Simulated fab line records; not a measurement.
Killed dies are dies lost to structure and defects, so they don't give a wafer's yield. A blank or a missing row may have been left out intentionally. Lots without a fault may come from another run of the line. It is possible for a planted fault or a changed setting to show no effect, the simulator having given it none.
Problem report in the 8D (eight disciplines) form, filled by code ; flow nandHarc ; the parts of the form that need people (team, actions taken, sign-off) are left out

== 1. THE ISSUE ==
At NHARC_A_ONON_D1_THK_MEAS_30, thkNm averages 843 nm over 6 wafers from 2 lots, while fault-free wafers read 998 nm, standard deviation 9. Relative to the usual mean, that is a shift of -17 standard deviations.
The step: measures by ellipsometry.
First seen on wafer L286.1, day 14 09:28, on filmMetro-01. The record holds 39 wafers of 13 lots with a number at this step. By rule, "out" or "out of limits" means more than 4 standard deviations away from the usual mean. All remaining wafers that have a number are taken as sound.

== 2. WHAT THIS IS AND IS NOT ==
question;is;is not
which readings at this step;thkNm;-
which lots;L286, L287;L271, L273, L274, L275, L276, L277, L278, L291, L292, L293, L294
which wafers of those lots;all that have a number;-
read on which gauges;filmMetro-01;filmMetro-02
when;from day 14 09:28;"up to then (21 sound wafers); but 12 sound wafers of L291, L292, L293, L294 came after"

== 3. WHAT RULES OUT EACH SUSPECT ==
Counting: a tool at a process step up to the reading stays a suspect if it ran every lot that is out and no sound lot after the first of them.
- the gauge at NHARC_A_ONON_D1_THK_MEAS_30 has been ruled out. All the wafers that are out were read on filmMetro-01, but those of them that NHARC_END_SORT_01 has rows for are out there too, on other tools.
- pecvdOnon-02 at NHARC_A_ONON_D1_DEP_28 (target thk 1000 nm): ruled out as a lasting fault. Following L286 (day 14 08:58), the first lot on it that is out, the sound lots L294 were run on it.
Left after counting: nothing in the record.

== 4. THE CAUSE (what the simulator had put in) ==
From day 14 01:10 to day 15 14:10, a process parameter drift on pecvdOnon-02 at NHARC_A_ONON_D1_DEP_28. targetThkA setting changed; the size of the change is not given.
It was ruled out by counting, in error; the rule expects a fault to strike all lots run on its tool from its start on, and this fault did not.

== 5. THE EFFECT CHAIN, in route order ==
Rows list readings where the struck wafers' mean (over those with a number) sits beyond 3 standard deviations from the usual. Only readings whose record carries a usual standard deviation are examined. hours: median over the lots of the time between each lot's start at the first step of this table that gives one and its start at this step. sigmas: the change, counted in usual standard deviations.
hours;step;reading;usual;on struck wafers;change;sigmas
0;NHARC_A_ONON_D1_THK_MEAS_30;thkNm;998 nm;843;-155;-17
380;NHARC_END_SORT_01;killedAtArray;52;670;+618;+39
380;NHARC_END_SORT_01;killedDies;57;677;+620;+39

== 6. HOW IT WOULD HAVE BEEN CAUGHT EARLIER ==
8 hours passed between the start of the fault at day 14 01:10 and the first reading out of limits at a measuring or inspecting step in this record, taken at day 14 09:28.
No tool reading at NHARC_A_ONON_D1_DEP_28 that has a usual standard deviation in the record was out on any struck wafer, so an alarm limit of 4 standard deviations on those readings would not have fired.
